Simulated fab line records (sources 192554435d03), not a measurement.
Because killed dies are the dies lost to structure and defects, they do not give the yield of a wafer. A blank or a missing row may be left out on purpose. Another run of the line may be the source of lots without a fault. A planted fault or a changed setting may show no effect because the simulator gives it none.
Split-lot study | flow n5Finfet | 21 wafers read from 7 lots, route of 1938 steps

== THE SPLIT ==
At N5_BEOL_M1_DESCUM_33 (chemistry O2, time 7 s), the setting timeS was moved away from the recipe's 7 s on 4 of the 21 wafers read, by -10.3% to +19.4%. All remaining wafers had this setting at the recipe value.

== SPLIT TO READING: what lies between them in the file, 1 step ==
- N5_BEOL_M1_ETCH_77: etches underlayer in N2/H2, target depth 6.5 nm, time 5.2 s

== THE READING ==
CAR-EUV_of_BEOL_M1_COAT_22.thkNm (the simulator's own value, which no gauge read), in nm, at N5_BEOL_M1_ETCH_69 (etches SiARC in CF4, target depth 15.6 nm, time 26 s). No usual value for it is given in the file. Average 11.1 nm, standard deviation 0.1 nm, over the 17 wafers here run with the recipe.

wafer  | tool, chamber at the split | timeS as run, s | against the recipe | CAR-EUV_of_BEOL_M1_COAT_22.thkNm, nm | against lot-mates on the recipe
L075.1 | rieDiel-04, 3              | 7               | recipe             | 11                                   | -
L075.4 | rieDiel-04, 0              | 7               | recipe             | 11                                   | -
L075.5 | rieDiel-04, 0              | 7               | recipe             | 11                                   | -
L083.2 | rieDiel-05, 3,1,3          | 7               | recipe             | 11.2                                 | -
L083.4 | rieDiel-05, 3,1,3          | 7               | recipe             | 11                                   | -
L083.6 | rieDiel-05, 3,1,3          | 7               | recipe             | 11                                   | -
L082.1 | rieDiel-05, 2              | 7               | recipe             | 11.2                                 | -
L082.5 | rieDiel-05, 0              | 7               | recipe             | 11.2                                 | -
L082.4 | rieDiel-05, 1              | 6.281           | -10.3%             | 11.6                                 | +0.4
L090.1 | rieDiel-03, 3              | 7               | recipe             | 11.2                                 | -
L090.6 | rieDiel-03, 3              | 7               | recipe             | 11.2                                 | -
L090.3 | rieDiel-03, 0              | 8.361           | +19.4%             | 10.2                                 | -1.0
L092.1 | rieDiel-03, 0              | 6.425           | -8.2%              | 11.4                                 | +0.4
L092.2 | rieDiel-03, 1              | 6.425           | -8.2%              | 11.4                                 | +0.4
L092.4 | rieDiel-03, 2              | 7               | recipe             | 11                                   | -
L094.1 | rieDiel-05, 1,0,3          | 7               | recipe             | 11                                   | -
L094.2 | rieDiel-05, 1,0,3          | 7               | recipe             | 11                                   | -
L094.6 | rieDiel-05, 1,0,3          | 7               | recipe             | 11.2                                 | -
L096.2 | rieDiel-04, 1              | 7               | recipe             | 11                                   | -
L096.4 | rieDiel-04, 3,1            | 7               | recipe             | 11.2                                 | -
L096.6 | rieDiel-04, 3,1            | 7               | recipe             | 11.2                                 | -
When a row names more than one chamber, that row covers several wafers, and the file does not tell which wafer ran in which chamber.

FIT RESULTS
A straight line over all 21 wafers: CAR-EUV_of_BEOL_M1_COAT_22.thkNm changes by -0.0447 nm for each +1% of timeS; r = -0.93; the points scatter about the line by 0.097 nm.
The same after taking each lot's own level away (the mean of its wafers on the recipe; 21 wafers): -0.0488 nm for each +1%; r = -0.97; scatter 0.069 nm.
According to that fit, moving timeS by its largest amount changes the reading by 0.95 nm.
The lots' own levels span 11.00 to 11.20 nm, that is 2.0 times the standard deviation above.
The two slopes agree, so the slope changes little with the lot-to-lot level.
Check: -0.861 nm against its lot-mates is what the line predicts for one of the wafers moved furthest among these (+19.4%) when that wafer is left out of the fit. It came out at -1 nm against them.

== ADDITIONAL SPLITS CARRIED BY THESE WAFERS ==
These wafers also went through other splits before the reading. Each is held against what the fit with the lots' levels taken away leaves over:
other split on the same wafers | wafers away from the commonest value | r with CAR-EUV_of_BEOL_M1_COAT_22.thkNm (lot level and that fit taken away)
N5_BEOL_M1_EXPOSE_25 doseMj    | 7                                    | +0.00

== THE WHOLE CHAIN: every reading that the file lists as answering this split, in the file's order ==
step                 | what it does                                         | reading                                                                           | change (the file's fit)                | r (the file's)
N5_BEOL_M1_DESCUM_33 | chemistry O2, time 7 s                               | CAR-EUV_of_BEOL_M1_COAT_22.thkNm (the simulator's own value, which no gauge read) | -0.0383 nm for each +1% of the setting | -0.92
N5_BEOL_M1_ETCH_69   | etches SiARC in CF4, target depth 15.6 nm, time 26 s | CAR-EUV_of_BEOL_M1_COAT_22.thkNm (the simulator's own value, which no gauge read) | -0.0487 nm for each +1% of the setting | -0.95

== THE FILE'S OWN FIT ==
CAR-EUV_of_BEOL_M1_COAT_22.thkNm changes by -0.0487 nm for each +1% of timeS, r = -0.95.
